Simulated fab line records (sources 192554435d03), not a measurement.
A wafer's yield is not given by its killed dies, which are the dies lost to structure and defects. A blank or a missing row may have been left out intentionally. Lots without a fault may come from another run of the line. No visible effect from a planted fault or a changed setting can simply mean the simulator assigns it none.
fab line records | flow n5-finfet
record: lots: 9 wafers: 27 last-day: 18
route steps=1938 shown SPACER0@261 SD_EPI_N@275 SD_EPI_P@310 BEOL_M4@1111 PASSIVATION@1936
lots that met no fault: taken from a fault-free run of the same line
start-h: the number of hours between the record's first day and the start of the first shown wafer of the lot | wait-h: hours elapsed since this lot's preceding step | " the same as in the row above | L1.1+2: several wafers, shown together as one row | - no value, or no start given | * or withheld: withheld | < > ~ a bound
route shown NAME@n: a module of which the file shows steps, and the number in the route of the first | usual: the fault-free wafers' mean and standard deviation | same: alike in all rows | chamber/n: place in a boat | sites: readings site by site | _std_site: standard deviation across them | _edge_site: mean of outer sites minus mean of inner sites | radius-mm: how far each site lies from the wafer's centre | mask NAME#n: copy n | behind: tool/chamber where the wafer was last shaped | hold: reason for holding the lot/hours on hold/outcome of the hold | device: whichever transistor did not switch (one of n, p or np) | end of line: tests run on the same wafers once the route is complete | a step given without rows: its recipe and nothing more | killed: dies lost to structure and defects at the first sort, not the wafer's yield | map: shows each die of a wafer: x if killed, . if not, _ if none is there
set.NAME: the setting the step ran with; set.NAME@STEP: the setting that earlier step ran with | model.NAME: the simulator's own value behind a step, which no gauge read
one table for each step of the route and one row for each wafer, over a sample of lots
services: a tool's chamber out of use, with start hour (start-h, from the record's first day; less than 0 if before it), hours out, and reason
== steps ==
step: N5_SPACER0_INSPECT_04
recipe: inspect-instrument: darkfield mode: post-dep
usual: raw-defect-count: 141/32
columns lot.wafer tool chamber start-h wait-h raw-defect-count
L604.1 defect-inspect-02 - 96.67 0.1 181
L604.2 " - " " 179
L604.4 " - " " 151
L605.1 defect-inspect-02 - 102.35 0.1 128
L605.2 " - " " 189
L605.4 " - " " 118
L607.2 defect-inspect-02 - 117.79 0.1 159
L607.3 " - " " 164
L607.6 " - " " 112
L608.1 defect-inspect-01 - 129.66 0.1 134
L608.3 " - " " 146
L608.6 " - " " 131
L610.2 defect-inspect-02 - 133.93 0.1 137
L610.3 " - " " 128
L610.5 " - " " 157
L612.1 defect-inspect-01 - 143.45 0.1 90
L612.4 " - " " 136
L612.5 " - " " 105
L617.2 defect-inspect-01 - 175.07 0.1 123
L617.3 " - " " 145
L617.4 " - " " 127
L618.2 defect-inspect-01 - 180.22 0.1 122
L618.3 " - " " 155
L618.4 " - " " 131
L619.2 defect-inspect-01 - 188.37 0.1 163
L619.4 " - " " 120
L619.5 " - " " 94
step: N5_SD_EPI_N_ETCH_35
recipe: chemistry: N2/H2 target: SOC overetch-a: 1080 mask-material: SiARC temp-c: 40 ion-energy-ev: 100 source-w: 3000 bias-w: 133 pressure-mtorr: 20 time-s: 486 n2-flow-sccm: 200 h2-flow-sccm: 200
usual: chamber-pressure-mTorr: 19.999/0.016 drypump-motor-current-A: 5.6/0.52 h2-flow-sccm: 200.0/0.61 oes-product-au: 0.72/0.057 rf-vpp-V: 241.3/1.3 showerhead-plenum-p-Torr: 2.59/0.09 temp-c: 40.00/0.12 throttle-valve-pct: 23.90/0.14
columns lot.wafer tool chamber start-h wait-h chamber-pressure-mTorr drypump-motor-current-A h2-flow-sccm oes-product-au rf-hours-counter-h rf-vpp-V showerhead-plenum-p-Torr temp-c throttle-valve-pct
L604.1 rie-diel-03 0 97.74 0.0 20.004 5.7 201.0 0.70 107 242.8 2.68 40.14 23.99
L604.2 " 2 " " 20.013 5.3 200.0 0.72 81 241.1 2.56 40.34 23.97
L604.4 " 3 " " 20.007 6.3 199.5 0.64 - 238.8 2.43 39.86 24.04
L605.1 rie-diel-03 0 104.38 0.0 20.016 5.7 199.9 0.70 112 243.3 2.67 39.93 23.99
L605.2 " 3 " " 20.005 6.3 199.9 0.64 205 237.9 2.42 39.95 24.05
L605.4 " 3 " " 19.997 6.3 200.0 0.64 - 239.4 2.42 39.83 24.06
L607.2 rie-diel-01 2 118.49 0.0 20.010 4.9 198.5 0.67 158 241.4 2.62 39.73 23.72
L607.3 " 1 " " 20.021 5.2 200.2 0.80 26 241.4 2.59 40.13 23.69
L607.6 " 3 " " 19.999 5.3 199.4 0.65 - 242.5 2.64 39.99 23.76
L608.1 rie-diel-01 2 130.12 0.0 19.991 4.9 200.2 0.66 162 242.1 2.62 39.97 23.74
L608.3 " 0 " " 20.023 6.4 199.1 0.73 84 239.8 2.59 40.03 23.80
L608.6 " 3 " " 19.996 5.4 200.2 0.65 - 241.2 2.63 39.85 23.76
L610.2 rie-diel-03 3 134.55 0.0 20.000 6.3 199.4 0.62 220 237.8 2.42 40.00 24.08
L610.3 " 0 " " 19.996 5.7 200.1 0.69 126 243.0 2.67 40.15 24.01
L610.5 " 2 " " 20.021 5.3 200.5 0.70 - 240.9 2.55 40.11 24.00
L612.1 rie-diel-03 3 144.03 0.0 19.990 6.3 200.4 0.62 224 239.4 2.42 40.19 24.10
L612.4 " 3 " " 19.978 6.4 200.2 0.63 - 239.9 2.42 40.03 24.08
L612.5 " 2 " " 19.977 5.3 199.7 0.71 - 240.3 2.55 39.78 23.99
L617.2 rie-diel-01 1 175.52 0.0 19.985 5.2 201.4 0.76 48 240.1 2.58 39.93 23.71
L617.3 " 2 " " 19.980 5.0 199.6 0.66 178 240.8 2.61 40.04 23.75
L617.4 " 0 " " 19.982 6.4 199.3 0.72 97 241.6 2.58 40.15 23.82
L618.2 rie-diel-05 2 181.14 0.0 19.992 5.6 200.0 0.76 51 240.3 2.71 40.18 23.95
L618.3 " 0 " " 19.994 6.1 199.5 0.73 78 239.6 2.46 40.01 23.89
L618.4 " 3 " " 19.998 4.6 200.4 0.76 66 242.5 2.68 39.93 23.88
L619.2 rie-diel-05 0 188.95 0.0 19.988 6.2 199.9 0.74 80 239.7 2.45 40.02 23.90
L619.4 " 3 " " 20.002 4.6 199.4 0.76 69 243.3 2.68 40.09 23.89
L619.5 " 2 " " 20.019 5.6 200.4 0.75 - 242.8 2.71 40.17 23.93
step: N5_SD_EPI_N_VAPOR_ETCH_50
recipe: chemistry: HCl target: Si temp-c: 775 time-s: 54 pressure-torr: 20 mode: isotropic
usual: chamber-pressure-Torr: 20.00/0.039 throttle-valve-pct: 11.94/0.19
columns lot.wafer tool chamber start-h wait-h chamber-pressure-Torr throttle-valve-pct
L604.1 epi-rpcvd-01 0 99.44 0.5 20.06 11.90
L604.2 " 0 " " 20.04 11.79
L604.4 " 0 " " 20.03 11.89
L605.1 epi-rpcvd-03 0 105.96 0.3 19.97 11.77
L605.2 " 0 " " 19.97 11.65
L605.4 " 0 " " 19.98 11.86
L607.2 epi-rpcvd-03 0 119.92 0.3 20.01 11.65
L607.3 " 0 " " 20.01 11.79
L607.6 " 0 " " 19.98 11.75
L608.1 epi-rpcvd-01 0 131.52 0.3 19.99 11.99
L608.3 " 0 " " 20.04 12.02
L608.6 " 0 " " 20.03 12.23
L610.2 epi-rpcvd-01 0 135.98 0.3 19.96 12.04
L610.3 " 0 " " 20.01 11.88
L610.5 " 0 " " 19.97 11.92
L612.1 epi-rpcvd-01 0 145.43 0.3 20.06 12.29
L612.4 " 0 " " 20.05 12.27
L612.5 " 0 " " 19.99 12.26
L617.2 epi-rpcvd-01 0 176.96 0.3 19.97 11.91
L617.3 " 0 " " 20.01 12.02
L617.4 " 0 " " 20.03 11.99
L618.2 epi-rpcvd-04 0 182.57 0.3 20.03 12.00
L618.3 " 0 " " 20.04 12.04
L618.4 " 0 " " 20.01 12.16
L619.2 epi-rpcvd-03 0 190.72 0.5 20.06 11.65
L619.4 " 0 " " 19.97 11.76
L619.5 " 0 " " 19.99 12.10
step: N5_SD_EPI_P_ETCHBACK_46
recipe: chemistry: CH3F/O2 mode: anisotropic-etchback target: SiNx target-depth-a: 175 stop-on: SiO2 over-etch-frac: 0.3 ion-energy-ev: 120 pressure-mtorr: 30 source-w: 395 bias-w: 73 Ar_flow_sccm: 150 CH3F_flow_sccm: 30 O2_flow_sccm: 20
usual: chamber-pressure-mTorr: 30.000/0.027 drypump-motor-current-A: 5.9/0.35 oes-product-au: 0.68/0.079 over-etch-frac: 0.3/0 rf-vpp-V: 298/4.6 showerhead-plenum-p-Torr: 2.00/0.075 throttle-valve-pct: 16.37/0.23
columns lot.wafer tool chamber start-h wait-h chamber-pressure-mTorr drypump-motor-current-A oes-product-au over-etch-frac rf-hours-counter-h rf-vpp-V showerhead-plenum-p-Torr throttle-valve-pct
L604.1 rie-diel-02 3 104.25 0.0 29.952 5.9 0.81 0.3 12 288 2.06 16.24
L604.2 " 1 " " 30.019 5.9 0.66 0.3 124 300 2.01 16.51
L604.4 " 2 " " 29.992 5.2 0.85 0.3 2 300 2.05 16.21
L605.1 rie-diel-04 1 109.44 0.0 29.984 5.8 0.60 0.3 216 291 1.99 16.59
L605.2 " 3 " " 29.977 5.4 0.75 0.3 33 297 2.05 16.01
L605.4 " 3 " " 29.981 5.4 0.75 0.3 - 297 2.05 16.02
L607.2 rie-diel-06 1 124.04 0.0 30.004 5.9 0.60 0.3 234 296 1.88 16.53
L607.3 " 0 " " 29.990 5.9 0.79 0.3 12 296 2.06 15.98
L607.6 " 3 " " 29.955 5.9 0.74 0.3 - 300 1.95 16.61
L608.1 rie-diel-02 3 134.93 0.0 29.997 5.9 0.79 0.3 21 290 2.06 16.26
L608.3 " 0 " " 29.992 6.5 0.62 0.3 208 300 1.90 16.45
L608.6 " 1 " " 29.980 5.9 0.65 0.3 - 303 2.00 16.52
L610.2 rie-diel-02 2 139.53 0.0 29.970 5.2 0.81 0.3 13 302 2.05 16.24
L610.3 " 3 " " 29.989 5.9 0.79 0.29491 23 288 2.06 16.27
L610.5 " 3 " " 30.002 5.9 0.79 0.29491 - 288 2.06 16.26
L612.1 rie-diel-06 0 148.86 0.0 30.022 5.9 0.78 0.3 19 296 2.06 15.98
L612.4 " 1 " " 30.028 6.0 0.60 0.3 241 297 1.88 16.54
L612.5 " 1 " " 30.018 5.9 0.59 0.3 - 298 1.88 16.54
L617.2 rie-diel-06 1 180.18 0.0 29.972 5.9 0.59 0.3 250 298 1.88 16.57
L617.3 " 3 " " 30.022 5.9 0.72 0.3 67 302 1.95 16.65
L617.4 " 2 " " 30.009 6.0 0.65 0.3 133 299 2.09 16.06
L618.2 rie-diel-06 0 185.89 0.0 30.009 5.9 0.77 0.3 30 296 2.05 16.01
L618.3 " 2 " " 30.024 5.9 0.65 0.3 134 298 2.09 16.08
L618.4 " 2 " " 29.994 5.9 0.64 0.3 - 297 2.09 16.07
L619.2 rie-diel-04 0 195.46 0.0 29.989 6.3 0.58 0.3 261 303 1.88 16.73
L619.4 " 1 " " 30.002 5.8 0.58 0.3 - 290 1.98 16.65
L619.5 " 0 " " 29.993 6.4 0.58 0.3 - 304 1.88 16.72
step: N5_BEOL_M4_RC_MEAS_101
usual: DIBL_N: 37.1/1.8 DIBL_P: 37.2/2.1 IOFF_N: 0.17/0.033 IOFF_P: 0.22/0.037 ION_N: 680/11 ION_P: 464/7.7 SS_N: 71.7/0.63 SS_P: 73.6/0.67 VT_N: 248.9/2.9 VT_P: -251/3.6
columns lot.wafer tool chamber start-h wait-h DIBL_N[mV/V] DIBL_P[mV/V] IOFF_N[nA/um] IOFF_P[nA/um] ION_N[uA/um] ION_P[uA/um] SS_N[mV/dec] SS_P[mV/dec] VT_N[mV] VT_P[mV]
L604.1 prober-01 0 219.82 0.0 37.7 37.9 0.15 0.19 665 458 71.3 74.0 251.8 -255
L604.2 " 0 " " 37.6 37.6 0.16 0.18 673 454 71.9 72.9 252.4 -257
L604.4 " 0 " " 34.5 35.4 0.11 0.15 655 452 70.6 73.1 255.9 -258
L605.1 prober-01 0 235.29 0.0 35.6 35.8 0.15 0.20 675 466 71.2 73.9 249.1 -251
L605.2 " 0 " " 38.3 37.0 0.19 0.23 691 470 71.7 73.9 249.9 -249
L605.4 " 0 " " 34.8 34.9 0.14 0.19 678 464 70.5 72.2 250.8 -254
L607.2 prober-01 0 240.99 0.2 38.3 38.8 0.17 0.24 671 463 71.8 75.1 250.1 -246
L607.3 " 0 " " 37.0 36.4 0.16 0.21 691 468 71.1 73.4 248.5 -252
L607.6 " 0 " " 35.7 34.3 0.14 0.17 672 457 71.4 72.9 251.5 -251
L608.1 prober-02 0 259.07 0.0 39.2 40.1 0.20 0.23 673 452 72.7 74.4 249.5 -252
L608.3 " 0 " " 37.0 38.1 0.16 0.19 679 458 71.3 74.2 249.1 -253
L608.6 " 0 " " 38.2 39.8 0.20 0.23 686 465 72.0 74.5 248.2 -250
L610.2 prober-02 0 274.81 0.2 37.6 37.8 0.16 0.18 674 456 71.8 73.2 250.6 -256
L610.3 " 0 " " 37.6 37.0 0.15 0.17 673 459 71.1 72.8 250.8 -256
L610.5 " 0 " " 37.3 37.4 0.16 0.17 676 453 71.5 72.9 248.5 -256
L612.1 prober-01 0 281.43 0.0 39.9 40.1 0.23 0.24 699 466 72.2 73.9 243.1 -252
L612.4 " 0 " " 40.3 41.7 0.24 0.26 691 465 72.6 74.3 245.7 -249
L612.5 " 0 " " 36.9 36.5 0.15 0.17 674 457 72.1 73.3 249.0 -257
L617.2 prober-01 0 318.01 0.2 38.4 37.9 0.20 0.24 695 469 72.2 74.3 243.4 -249
L617.3 " 0 " " 37.4 36.2 0.18 0.22 678 461 72.0 73.4 247.8 -251
L617.4 " 0 " " 37.3 35.7 0.17 0.21 666 461 71.5 73.1 249.1 -252
L618.2 prober-02 0 322.86 0.2 39.5 39.0 0.18 0.24 664 463 71.9 73.9 249.3 -248
L618.3 " 0 " " 40.7 38.9 0.21 0.24 678 461 73.2 74.5 247.9 -247
L618.4 " 0 " " 37.4 35.8 0.16 0.20 680 461 71.3 73.8 250.8 -250
L619.2 prober-02 0 325.78 0.2 40.8 40.8 0.27 0.34 703 477 73.1 74.0 242.1 -241
L619.4 " 0 " " 35.2 34.0 0.13 0.20 677 463 72.0 72.0 251.3 -248
L619.5 " 0 " " 37.1 36.9 0.18 0.25 679 467 71.7 73.6 248.0 -244
step: N5_PASSIVATION_PROBE_49
usual: defect-limited-yield: 91.7/1.5 killed_at_M0_to_M3: 32/10 killed_at_M4_up: 14/5.3 killed-at-contacts: 13/5.7 killed-at-front-end: 37/10 killed-at-other: 3.3/2.5 killed-dies: 98/18 killed-open: 65/13 killed-short: 31/7.5 sort_bin_5_function: 4.9/0.91 sort_bin_6_memory: 3.1/0.71 sort-n-pass: 1082/18 sort-yield-pct: 91.7/1.5
same: gross-dies: 1180 killed-at-back-side: 0 sort_bin_4_leakage[%]: 0 sort_bin_8_speed[%]: 0
columns lot.wafer tool chamber start-h wait-h defect-limited-yield[%] killed_at_M0_to_M3 killed_at_M4_up killed-at-contacts killed-at-front-end killed-at-other killed-dies killed-open killed-short sort_bin_5_function[%] sort_bin_6_memory[%] sort-n-pass sort-yield-pct[%]
L610.2 prober-01 - 382.35 0.1 92.9 14 17 6 43 4 84 45 28 4.1 2.6 1096 92.9
L610.3 prober-01 - 382.40 0.1 92.5 22 16 14 32 4 88 60 26 4.6 2.5 1092 92.5
L610.5 prober-01 - 382.50 0.2 92.9 27 26 10 18 3 84 56 24 4.3 2.5 1096 92.9
killed by level:class
L610.2 FIN_SAQP:geometric-particle:open=11 FIN_SAQP:geometric-particle:short=8 BEOL_M1:geometric-particle:open=6 STI_FIN_REVEAL:geometric-particle:open=5 BEOL_M4:geometric-particle:open=5 HKMG_FIN:area-etch=5 MOL_CONTACT_COAG:geometric-particle:short=4 BEOL_M5:geometric-particle:open=4
L610.3 MOL_CONTACT_COAG:geometric-particle:open=10 FIN_SAQP:geometric-particle:open=8 STI_FIN_REVEAL:geometric-particle:open=7 GATE_CUT:geometric-particle:short=7 BEOL_M2:geometric-particle:open=7 BEOL_M0_SAQP:geometric-particle:open=5 MOL_CONTACT_COAG:geometric-particle:short=4 BEOL_M1:geometric-particle:open=4
L610.5 BEOL_M4:geometric-particle:open=12 BEOL_M1:geometric-particle:open=9 MOL_CONTACT_COAG:geometric-particle:open=7 FIN_SAQP:geometric-particle:open=6 BEOL_M7:geometric-particle:open=6 MOL_CONTACT_COAG:geometric-particle:short=3 BEOL_M0_SAQP:geometric-particle:short=3 BEOL_M0_SAQP:geometric-particle:open=3
== services ==
columns tool chamber start-h hours kind
rie-diel-02 2 73.95 - clean
rie-diel-02 2 73.95 - consumable-replace:focus-ring
rie-diel-02 2 73.95 23.0 scheduled-down
rie-diel-02 2 73.95 23.0 vent-cycle
rie-diel-06 - 75.17 0.9 repair
rie-diel-01 1 77.18 4.7 repair
rie-diel-04 2 96.92 132.0 repair
rie-diel-01 3 100.79 8.7 repair
rie-diel-01 - 135.57 0.8 repair
rie-diel-05 1 148.75 2.2 repair
rie-diel-05 0 152.80 25.5 repair
rie-diel-05 1 160.48 5.4 repair
rie-diel-02 2 161.44 8.3 repair
rie-diel-01 0 168.70 6.0 repair
rie-diel-06 1 180.43 - clean
rie-diel-06 1 180.43 - consumable-replace:focus-ring
rie-diel-06 1 180.43 - consumable-replace:showerhead
rie-diel-02 1 183.49 5.8 repair
epi-rpcvd-01 - 184.11 8.1 pm
== key ==
first-sign: step: N5_SD_EPI_P_ETCHBACK_46 reading: over-etch-frac direction: down sigmas: 99+ usual: 0.3 struck: 0.29491
effect none on later readings
met-at N5_SD_EPI_P_ETCHBACK_46
struck-lots L610
struck-wafers L610.3,L610.5
not-acting-at N5_SPACER0_INSPECT_04,N5_SD_EPI_N_ETCH_35,N5_SD_EPI_N_VAPOR_ETCH_50
onset-between 134.93 139.53
fault: kind: process-parameter-drift tool: rie-diel-02 chamber: 3 onset-h: 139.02 steps: N5_SD_EPI_P_ETCHBACK_46 channel: over-etch-frac offset: -0.0050899 shape: step end-h: 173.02 acts-in: these-recipes-only stated: 0.3
